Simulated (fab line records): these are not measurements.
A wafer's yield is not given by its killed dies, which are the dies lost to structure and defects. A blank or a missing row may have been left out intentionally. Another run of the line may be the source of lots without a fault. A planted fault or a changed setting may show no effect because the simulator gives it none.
Matching of chambers	flow n5-finfet	4 sister chambers for N5_DUMMY_GATE_STRIP_48 on rie-diel-02
The step strips in N2/H2, time 20 s. 14 wafers are shown with their chamber, then 7 later ones without.

== WAFERS PAIRED WITH THEIR CHAMBERS ==
wafer	chamber	showerhead-plenum-p-Torr (Torr)	drypump-motor-current-A (A)	throttle-valve-pct (%)
L079.2	2	3.16	6.7	12.16
L079.5	0	3.18	6.7	12.19
L079.6	3	3.25	6.2	12.58
L080.1	3	3.25	6.2	12.58
L080.2	0	3.18	6.8	12.19
L080.4	1	3.52	5.6	12.08
L081.3	2	3.16	6.7	12.17
L081.5	3	3.25	6.2	12.58
L081.6	2	3.16	6.7	12.18
L087.2	2	3.15	6.7	12.20
L087.4	3	3.24	6.2	12.60
L087.6	1	3.51	5.5	12.13
L089.1	3	3.24	6.2	12.62
L089.3	1	3.51	5.5	12.14

SIGNATURES (means of the wafers above)
reading	chamber 0	chamber 1	chamber 2	chamber 3	scatter within a chamber
showerhead-plenum-p-Torr	3.1800	3.5133	3.1575	3.2460	0.00512
drypump-motor-current-A	6.750	5.533	6.700	6.200	0.0342
throttle-valve-pct	12.1900	12.1167	12.1775	12.5920	0.0205
Rule: distance of a wafer from a chamber = root of the sum over the readings of ((wafer's reading minus chamber's mean) / reading's scatter) squared. If the next closest chamber is less than 2 further off than the closest, the wafer can't be placed; otherwise it belongs to the closest. The scatter: take each reading less its chamber's mean, square it, sum over the shown wafers, divide by the number of wafers less the number of chambers, and take the root.

== WAFERS WHOSE CHAMBER IS MISSING ==
wafer	showerhead-plenum-p-Torr (Torr)	drypump-motor-current-A (A)	throttle-valve-pct (%)
L089.6	3.24	6.2	12.62
L094.2	3.14	6.7	12.24
L094.5	3.23	6.2	12.66
L094.6	3.14	6.6	12.23
L097.1	3.14	6.7	12.26
L097.3	3.50	5.6	12.19
L097.5	3.14	6.7	12.25

== THE CHAMBER EACH PASSED THROUGH ==
wafer	from the rows above	in truth
L089.6	3	3
L094.2	2	2
L094.5	3	3
L094.6	2	2
L097.1	2	2
L097.3	1	1
L097.5	2	2
Correctly placed: 7 of 7. Not placeable from these rows: 0. Wrongly placed: 0.
